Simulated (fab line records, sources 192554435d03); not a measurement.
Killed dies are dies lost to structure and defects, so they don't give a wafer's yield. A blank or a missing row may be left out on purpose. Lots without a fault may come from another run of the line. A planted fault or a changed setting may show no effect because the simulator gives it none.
Which tool did it? | flow n5_finfet | 24 lots, 72 wafers sampled, at 1 step of a route of 1938

WHAT THE GAUGES READ, wafer by wafer
N5_BEOL_M1_OVL_MEAS_12.
lot  | measured     | on         | M1_OVL (nm)
L074 | day 6 01:22  | overlay-01 | -0.3 -0.4 -0.6
L075 | day 6 08:39  | overlay-01 | -0.8 -0.4 -0.1
L076 | day 6 15:06  | overlay-01 | -0.2 0.7 0.2
L077 | day 6 21:50  | overlay-02 | 0.8 -0.3 1.1
L078 | day 7 03:33  | overlay-01 | -0.6 0.2 0.8
L079 | day 7 08:21  | overlay-02 | -0.6 -0.5 -0.2
L080 | day 7 08:23  | overlay-01 | 0.7 0.2 -1.2
L081 | day 7 23:40  | overlay-02 | -0.6 -0.2 -0.1
L082 | day 8 03:42  | overlay-01 | -0.3 -1.8 -1.5
L083 | day 8 10:43  | overlay-02 | -0.1 0.9 0.8
L084 | day 8 14:25  | overlay-02 | -1.2 0.1 -0.6
L085 | day 8 20:20  | overlay-02 | 0.4 0.6 0.0
L086 | day 9 00:25  | overlay-01 | -2.1 -0.9 -1.1
L087 | day 9 04:28  | overlay-02 | 0.7 1.8 0.2
L088 | day 9 15:26  | overlay-02 | -0.7 0.6 0.1
L089 | day 9 20:23  | overlay-02 | -0.3 0.3 0.7
L090 | day 10 02:41 | overlay-01 | -0.3 0.5 0.2
L091 | day 10 06:12 | overlay-01 | -1.0 -0.9 -1.1
L092 | day 10 12:55 | overlay-02 | 0.4 -0.4 -0.1
L093 | day 10 20:04 | overlay-02 | -1.0 0.0 -0.5
L094 | day 11 05:34 | overlay-01 | -0.3 0.0 -0.7
L095 | day 11 12:19 | overlay-02 | -0.6 -0.4 -0.3
L097 | day 11 17:40 | overlay-01 | 1.0 1.4 0.4
L096 | day 11 23:23 | overlay-02 | 1.3 0.1 0.4

WHICH TOOL RAN EACH LOT (tool, then ch and the chambers of the sampled wafers, then the start)
The record holds no process step before these readings.

WHAT THE TOOLS THEMSELVES READ (means of the sampled wafers that have a number; where no wafer has one, the mark that the record gives instead)
The record holds no such reading with a usual standard deviation.

THE ANSWER, worked out from the rows above alone
Rule: what is usual is taken from the lots themselves. Put in order of their means at a reading, lots are off if they are a third of the lots or fewer, leave a main group of 4 or more, and stand apart from it by a gap of 3 or more times the standard deviation of the main group's means; of several such gaps the widest counts. A main group whose means are all the same, to the digits that the tables above print for the reading, isn't used. A lot without any number at a reading at which 4 lots or more have one is off too. The other lots that the step has rows for count as sound. The gauges are gone through in route order, then the tools' own readings, and for those a lot's mean is taken as printed above. The first step at which some lot is off is used, and at that step the reading that is off furthest; a lot without a number counts as furthest.
No lot is off at any reading shown: from this, nothing can be told.

WHAT THE SIMULATOR HAD PUT IN
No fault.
